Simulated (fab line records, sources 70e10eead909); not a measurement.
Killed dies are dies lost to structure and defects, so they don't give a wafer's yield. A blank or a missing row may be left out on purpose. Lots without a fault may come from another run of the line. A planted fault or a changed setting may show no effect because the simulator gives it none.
Chamber matching | flow nand_harc | NHARC_P_BONDPAD_DEP_00 on pecvd-04: 3 sister chambers
The step deposits SiCN, target thk 250 nm. 3 wafers are shown with their chamber, then 9 later ones without.

WAFERS WITH THEIR CHAMBER
wafer  | chamber | heater_power_w (W)
L086.2 | 0       | 621
L086.4 | 2       | 541
L086.6 | 1       | 593

WAFERS WITHOUT THEIR CHAMBER
wafer  | heater_power_w (W)
L093.2 | 553
L093.4 | 478
L093.6 | 558
L093.1 | 678
L093.3 | 583
L093.5 | 666
L096.1 | 655
L096.5 | 612
L096.6 | 679

WHICH CHAMBER EACH WENT THROUGH
wafer  | from the rows above          | in truth
L093.2 | can't be placed: 2 or 1 or 0 | 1
L093.4 | can't be placed: 2 or 1      | 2
L093.6 | can't be placed: 2 or 1 or 0 | 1
L093.1 | can't be placed: 0 or 1      | 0
L093.3 | can't be placed: 1 or 0 or 2 | 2
L093.5 | can't be placed: 0 or 1      | 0
L096.1 | can't be placed: 0 or 1      | 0
L096.5 | can't be placed: 0 or 1 or 2 | 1
L096.6 | can't be placed: 0 or 1      | 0
Placed correctly: 0 of 9. Can't be placed from these rows: 9 (the true chamber is among the candidates in 9). Placed wrongly: 0.
How it was worked out, from the rows above alone: a wafer's distance from a chamber is the root of the sum, over the readings, of the square of ((its reading less the chamber's mean) divided by the reading's scatter). The wafer belongs to the nearest chamber; if the next one is less than 2 further off, it can't be placed. A chamber's mean is the mean of its shown wafers. The scatter: with one shown wafer a chamber, the root of the mean of the squares of how far each hidden wafer lies from its nearest shown one.
